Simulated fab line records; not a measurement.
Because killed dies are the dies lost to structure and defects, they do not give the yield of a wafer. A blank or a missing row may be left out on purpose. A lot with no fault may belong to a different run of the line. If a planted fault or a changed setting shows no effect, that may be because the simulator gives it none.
Chamber matching / flow n5-finfet / N5_BEOL_M0_DEP_125 on pecvd-02 has 3 sister chambers
The step deposits SiCN from 3MS/NH3, target thk 8 nm, time 14 s. 30 wafers are shown with their chamber, then 12 later ones without.

## WAFERS, EACH WITH ITS CHAMBER
wafer=L077.3; chamber=2; throttle-valve-pct (%)=8.2; showerhead-plenum-p-Torr (Torr)=3.656
wafer=L077.5; chamber=1; throttle-valve-pct (%)=9.5; showerhead-plenum-p-Torr (Torr)=3.671
wafer=L077.6; chamber=2; throttle-valve-pct (%)=8.1; showerhead-plenum-p-Torr (Torr)=3.656
wafer=L080.2; chamber=0; throttle-valve-pct (%)=8.8; showerhead-plenum-p-Torr (Torr)=3.655
wafer=L080.3; chamber=2; throttle-valve-pct (%)=8.2; showerhead-plenum-p-Torr (Torr)=3.660
wafer=L080.5; chamber=2; throttle-valve-pct (%)=8.1; showerhead-plenum-p-Torr (Torr)=3.658
wafer=L083.2; chamber=1; throttle-valve-pct (%)=9.5; showerhead-plenum-p-Torr (Torr)=3.668
wafer=L083.3; chamber=2; throttle-valve-pct (%)=8.2; showerhead-plenum-p-Torr (Torr)=3.667
wafer=L083.4; chamber=1; throttle-valve-pct (%)=9.3; showerhead-plenum-p-Torr (Torr)=3.671
wafer=L082.2; chamber=1; throttle-valve-pct (%)=9.3; showerhead-plenum-p-Torr (Torr)=3.669
wafer=L082.5; chamber=0; throttle-valve-pct (%)=8.9; showerhead-plenum-p-Torr (Torr)=3.661
wafer=L082.6; chamber=1; throttle-valve-pct (%)=9.4; showerhead-plenum-p-Torr (Torr)=3.675
wafer=L084.2; chamber=0; throttle-valve-pct (%)=8.8; showerhead-plenum-p-Torr (Torr)=3.652
wafer=L084.4; chamber=0; throttle-valve-pct (%)=8.9; showerhead-plenum-p-Torr (Torr)=3.643
wafer=L084.5; chamber=2; throttle-valve-pct (%)=7.9; showerhead-plenum-p-Torr (Torr)=3.656
wafer=L086.3; chamber=2; throttle-valve-pct (%)=8.0; showerhead-plenum-p-Torr (Torr)=3.660
wafer=L086.4; chamber=1; throttle-valve-pct (%)=9.4; showerhead-plenum-p-Torr (Torr)=3.666
wafer=L086.5; chamber=2; throttle-valve-pct (%)=8.0; showerhead-plenum-p-Torr (Torr)=3.647
wafer=L087.1; chamber=1; throttle-valve-pct (%)=9.0; showerhead-plenum-p-Torr (Torr)=3.676
wafer=L087.2; chamber=0; throttle-valve-pct (%)=8.6; showerhead-plenum-p-Torr (Torr)=3.658
wafer=L087.3; chamber=2; throttle-valve-pct (%)=8.2; showerhead-plenum-p-Torr (Torr)=3.651
wafer=L087.4; chamber=1; throttle-valve-pct (%)=9.2; showerhead-plenum-p-Torr (Torr)=3.675
wafer=L087.5; chamber=2; throttle-valve-pct (%)=8.0; showerhead-plenum-p-Torr (Torr)=3.662
wafer=L087.6; chamber=0; throttle-valve-pct (%)=8.7; showerhead-plenum-p-Torr (Torr)=3.649
wafer=L090.1; chamber=2; throttle-valve-pct (%)=8.2; showerhead-plenum-p-Torr (Torr)=3.655
wafer=L090.2; chamber=0; throttle-valve-pct (%)=8.9; showerhead-plenum-p-Torr (Torr)=3.649
wafer=L090.3; chamber=1; throttle-valve-pct (%)=9.4; showerhead-plenum-p-Torr (Torr)=3.669
wafer=L090.4; chamber=2; throttle-valve-pct (%)=8.1; showerhead-plenum-p-Torr (Torr)=3.659
wafer=L090.5; chamber=0; throttle-valve-pct (%)=9.2; showerhead-plenum-p-Torr (Torr)=3.654
wafer=L090.6; chamber=1; throttle-valve-pct (%)=9.3; showerhead-plenum-p-Torr (Torr)=3.679

SIGNATURES, as means of the wafers listed above
reading=throttle-valve-pct; chamber 0=8.850; chamber 1=9.330; chamber 2=8.100; scatter within a chamber=0.142
reading=showerhead-plenum-p-Torr; chamber 0=3.65263; chamber 1=3.67190; chamber 2=3.65725; scatter within a chamber=0.00499
Rule: a wafer's distance from a chamber is the root of the sum, over the readings, of the square of ((its reading less the chamber's mean) divided by the reading's scatter). If the next closest chamber is less than 2 further off than the closest, the wafer can't be placed; otherwise it belongs to the closest. The scatter: the root of (the sum of the squares of (reading less its chamber's mean) over the shown wafers, divided by (wafers less chambers)).

## WAFERS WITH NO CHAMBER GIVEN
wafer=L091.1; throttle-valve-pct (%)=8.4; showerhead-plenum-p-Torr (Torr)=3.652
wafer=L091.2; throttle-valve-pct (%)=8.8; showerhead-plenum-p-Torr (Torr)=3.656
wafer=L091.4; throttle-valve-pct (%)=9.0; showerhead-plenum-p-Torr (Torr)=3.649
wafer=L091.3; throttle-valve-pct (%)=7.9; showerhead-plenum-p-Torr (Torr)=3.663
wafer=L091.5; throttle-valve-pct (%)=8.8; showerhead-plenum-p-Torr (Torr)=3.657
wafer=L091.6; throttle-valve-pct (%)=8.3; showerhead-plenum-p-Torr (Torr)=3.655
wafer=L094.2; throttle-valve-pct (%)=9.4; showerhead-plenum-p-Torr (Torr)=3.666
wafer=L094.3; throttle-valve-pct (%)=8.9; showerhead-plenum-p-Torr (Torr)=3.664
wafer=L094.4; throttle-valve-pct (%)=8.9; showerhead-plenum-p-Torr (Torr)=3.647
wafer=L095.2; throttle-valve-pct (%)=9.0; showerhead-plenum-p-Torr (Torr)=3.647
wafer=L095.3; throttle-valve-pct (%)=8.2; showerhead-plenum-p-Torr (Torr)=3.655
wafer=L095.5; throttle-valve-pct (%)=8.9; showerhead-plenum-p-Torr (Torr)=3.656

## EACH ONE'S CHAMBER
wafer=L091.1; from the rows above=can't be placed: 2 or 0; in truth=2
wafer=L091.2; from the rows above=0; in truth=0
wafer=L091.4; from the rows above=0; in truth=0
wafer=L091.3; from the rows above=2; in truth=2
wafer=L091.5; from the rows above=0; in truth=0
wafer=L091.6; from the rows above=2; in truth=2
wafer=L094.2; from the rows above=1; in truth=1
wafer=L094.3; from the rows above=can't be placed: 0 or 1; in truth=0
wafer=L094.4; from the rows above=0; in truth=0
wafer=L095.2; from the rows above=0; in truth=0
wafer=L095.3; from the rows above=2; in truth=2
wafer=L095.5; from the rows above=0; in truth=0
Correctly placed: 10 of 12. Cannot be placed on the basis of these rows: 2; the candidates contain the true chamber in 2. 0 placed wrongly.
